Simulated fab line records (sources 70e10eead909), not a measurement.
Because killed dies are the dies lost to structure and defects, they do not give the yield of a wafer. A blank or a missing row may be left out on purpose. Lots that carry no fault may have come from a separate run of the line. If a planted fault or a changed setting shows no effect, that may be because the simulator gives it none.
Comparing a struck lot with a sound one | flow nand-harc | 13 out of 1302 route steps
Sound: the wafers L945.1, L945.2, L945.5. Wafers L937.3, L937.4, L937.5 were the ones struck. The cause comes at the end.
Per side, at each step with rows, come the tool, then ch with its chambers, and then its first start. Under that, the readings that differ: sound wafers | struck wafers | difference of the means | sigmas: that difference in standard deviations of wafers without a fault.
alike: readings whose means differ by less than 2 such deviations, and words and numbers that are the same on both sides. not compared: withheld readings, readings that some wafer has no value for, bounds like >300 that may hide the same value, and numbers for which the record gives no deviation and whose values overlap.
The two part at a step that has a row with sigmas, a row that says differs or no value, or rows on one side only. Numbers that have no deviation but don't overlap get no sigmas and don't part them. A reading that every wafer of one side lacks parts them only if that side has two wafers or more.

first, 1 step without rows for these wafers: NHARC_A_ONON_D2_DEP_19 (target thk 1000 nm).
NHARC_A_ONON_D2_THK_MEAS_21: measures by ellipsometry.
  sound on film-metro-01, day 19 00:23; struck on film-metro-02, day 15 07:28
  alike: thk-nm
then, no rows for these wafers at 1 step: NHARC_A_ONON_D2_DEP_22 (target thk 1000 nm).
NHARC_A_ONON_D2_THK_MEAS_24: measures by ellipsometry.
  sound on film-metro-01, day 19 00:59; struck on film-metro-01, day 15 08:01
  alike: thk-nm
then, no rows for these wafers at 1 step: NHARC_A_ONON_D2_DEP_25 (target thk 1000 nm).
NHARC_A_ONON_D2_THK_MEAS_27: measures by ellipsometry.
  sound on film-metro-01, day 19 01:33; struck on film-metro-01, day 15 08:35
  alike: thk-nm
then, no rows for these wafers at 1 step: NHARC_A_ONON_D2_DEP_28 (target thk 1000 nm).
NHARC_A_ONON_D2_THK_MEAS_30: measures by ellipsometry.
  sound on film-metro-02, day 19 02:07; struck on film-metro-01, day 15 09:09
  alike: thk-nm
NHARC_A_ONON_D2_DEP_33: deposits SiO2, target thk 200 nm.
  sound on pecvd-04 ch 0,1, day 19 02:16; struck on pecvd-01 ch 0,1,2, day 15 09:15
  alike: heater-power-w, rf-fwd-power-W, throttle-valve-pct
NHARC_A_ONON_D2_THK_MEAS_34: measures by ellipsometry.
  sound on film-metro-01, day 19 02:41; struck on film-metro-02, day 15 09:37
  alike: thk-nm
NHARC_A_ONON_D2_INSPECT_32:
  sound on defect-inspect-02, day 19 02:44; struck on defect-inspect-02, day 15 09:41
  alike: raw-defect-count
NHARC_A_CHANNEL_HOLE_D2_DEP_00: deposits aC, target thk 3100 nm.
  sound on acl-dep-01 ch 0, day 19 02:49; struck on acl-dep-01 ch 0, day 15 21:49
  alike: throttle-valve-pct
NHARC_A_CHANNEL_HOLE_D2_DEP_01: deposits SiON, target thk 140 nm.
  sound on pecvd-03 ch 0,2, day 19 04:43; struck on pecvd-03 ch 0,1, day 15 23:09
  alike: heater-power-w, rf-fwd-power-W

== WHERE THEY PART ==
Nowhere in this record.

WHY: what had been put in by the simulator
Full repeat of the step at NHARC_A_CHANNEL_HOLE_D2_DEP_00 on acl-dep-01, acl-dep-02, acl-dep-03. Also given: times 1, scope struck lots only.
